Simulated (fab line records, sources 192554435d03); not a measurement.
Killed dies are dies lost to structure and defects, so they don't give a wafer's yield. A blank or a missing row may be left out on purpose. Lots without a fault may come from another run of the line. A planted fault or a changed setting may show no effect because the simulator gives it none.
A struck lot beside a sound one | flow n5_finfet | 16 steps out of a route of 1938
Sound: wafers L504.1, L504.5, L504.6. Struck: wafer L512.6. (L512.2, L512.5 of the same lot were not struck and are left out.) The cause comes at the end.
At each step with rows: each side's tool, then ch and its chambers, then its first start. Under that, the readings that differ: sound wafers | struck wafers | difference of the means | sigmas: that difference in standard deviations of wafers without a fault.
alike: readings whose means differ by less than 2 such deviations, and words and numbers that are the same on both sides. not compared: withheld readings, readings that some wafer has no value for, bounds like >300 that may hide the same value, and numbers for which the record gives no deviation and whose values overlap.
The two part at a step that has a row with sigmas, a row that says differs or no value, or rows on one side only. Numbers that don't overlap but have no deviation are shown without sigmas and don't part them. A reading that every wafer of one side lacks parts them only if that side has two wafers or more.

first, 6 steps without rows for these wafers: N5_BEOL_M2_COAT_05 (resist thk 30 nm); N5_BEOL_M2_EBR_07; N5_BEOL_M2_SOFTBAKE_06 (time 60 s); N5_BEOL_M2_EXPOSE_08 (exposes mask M2); N5_BEOL_M2_PEB_09 (peb time 60 s); N5_BEOL_M2_DEVELOP_10 (develop time 30 s).
N5_BEOL_M2_CD_MEAS_11: target cd 16.79 nm.
  sound on cd_sem-01 ch 0, day 8 02:07; struck on cd_sem-02 ch 0, day 10 13:12
  alike: cd_nm
N5_BEOL_M2_OVL_MEAS_12:
  sound on overlay-02 ch 0, day 8 02:09; struck on overlay-02 ch 0, day 10 13:14
  reading     | sound       | struck | difference | sigmas
  M2_OVL (nm) | 1.2 1.4 2.1 | -0.9   | -2.5       | -4
N5_BEOL_M2_INSPECT_13: inspects for defects (brightfield).
  sound on defect_inspect-02, day 8 02:13; struck on defect_inspect-02, day 10 13:17
  alike: raw_defect_count
N5_BEOL_M2_DESCUM_16: chemistry O2, time 7 s.
  sound on rie_diel-03 ch 0,2,3, day 8 02:14; struck on rie_diel-03 ch 2, day 10 13:19
  alike: drypump_motor_current_A, oes_product_au, rf_vpp_V, showerhead_plenum_p_Torr, throttle_valve_pct
  not compared: rf_hours_counter_h
N5_BEOL_M2_ETCH_74: etches underlayer in N2/H2, target depth 6.5 nm, time 5.2 s.
  sound on rie_diel-03 ch 0,2,3, day 8 02:17; struck on rie_diel-03 ch 2, day 10 13:22
  alike: bias_w, drypump_motor_current_A, etch_rf_on_time_s, h2_flow_sccm, oes_product_au, rf_vpp_V, showerhead_plenum_p_Torr, throttle_valve_pct
  not compared: rf_hours_counter_h
N5_BEOL_M2_ETCH_63: etches SiARC in CF4, target depth 15.6 nm, time 26 s.
  sound on rie_diel-03 ch 0,2,3, day 8 02:17; struck on rie_diel-03 ch 2, day 10 13:22
  alike: bias_w, drypump_motor_current_A, etch_rf_on_time_s, oes_product_au, rf_vpp_V, showerhead_plenum_p_Torr, throttle_valve_pct
  not compared: rf_hours_counter_h
N5_BEOL_M2_ETCH_64: etches SOC in N2/H2, target depth 75 nm, overetch 22.5 nm, time 121.9 s.
  sound on rie_diel-03 ch 0,2,3, day 8 02:19; struck on rie_diel-03 ch 2, day 10 13:24
  reading                                    | sound             | struck | difference | sigmas
  bias_w (W)                                 | 150.6 150.2 151.4 | 191.6  | +40.9      | +97
  rf_vpp_V (V)                               | 521 523 517       | 609    | +89        | +26
  model.SiARC_of_BEOL_M2_COAT_62.thk_nm (nm) | 6.2 6.2 6.4       | 4.4    | -1.9       |
  alike: drypump_motor_current_A, h2_flow_sccm, oes_product_au, showerhead_plenum_p_Torr, throttle_valve_pct
  not compared: rf_hours_counter_h
then, 1 step without rows for these wafers: N5_BEOL_M2_STRIP_65 (strips in N2/H2).
N5_BEOL_M4_RC_MEAS_101:
  sound on prober-02 ch 0, day 10 15:51; struck on prober-01 ch 0, day 11 20:02
  reading        | sound             | struck | difference | sigmas
  DIBL_N (mV/V)  | 37.9 37.0 37.1    | 32.1   | -5.2       | -3
  DIBL_P (mV/V)  | 39.4 38.4 38.6    | 32.6   | -6.2       | -3
  IOFF_N (nA/um) | 0.212 0.186 0.184 | 0.091  | -0.103     | -4
  IOFF_P (nA/um) | 0.32 0.29 0.29    | 0.14   | -0.16      | -5
  ION_N (uA/um)  | 700 676 677       | 654    | -30        | -3
  ION_P (uA/um)  | 490 479 472       | 457    | -23        | -3
  SS_N (mV/dec)  | 72.3 72.3 72.3    | 70.6   | -1.7       | -3
  SS_P (mV/dec)  | 74.0 73.7 74.4    | 72.3   | -1.7       | -2
  VT_N (mV)      | 246 248 249       | 258    | +10        | +3
  VT_P (mV)      | -241 -243 -243    | -255   | -13        | -4
then, 1 step without rows for these wafers: N5_PASSIVATION_PROBE_49.

WHERE THEY PART
First at N5_BEOL_M2_OVL_MEAS_12; last, within this record, at N5_BEOL_M4_RC_MEAS_101.

WHY: what the simulator had put in
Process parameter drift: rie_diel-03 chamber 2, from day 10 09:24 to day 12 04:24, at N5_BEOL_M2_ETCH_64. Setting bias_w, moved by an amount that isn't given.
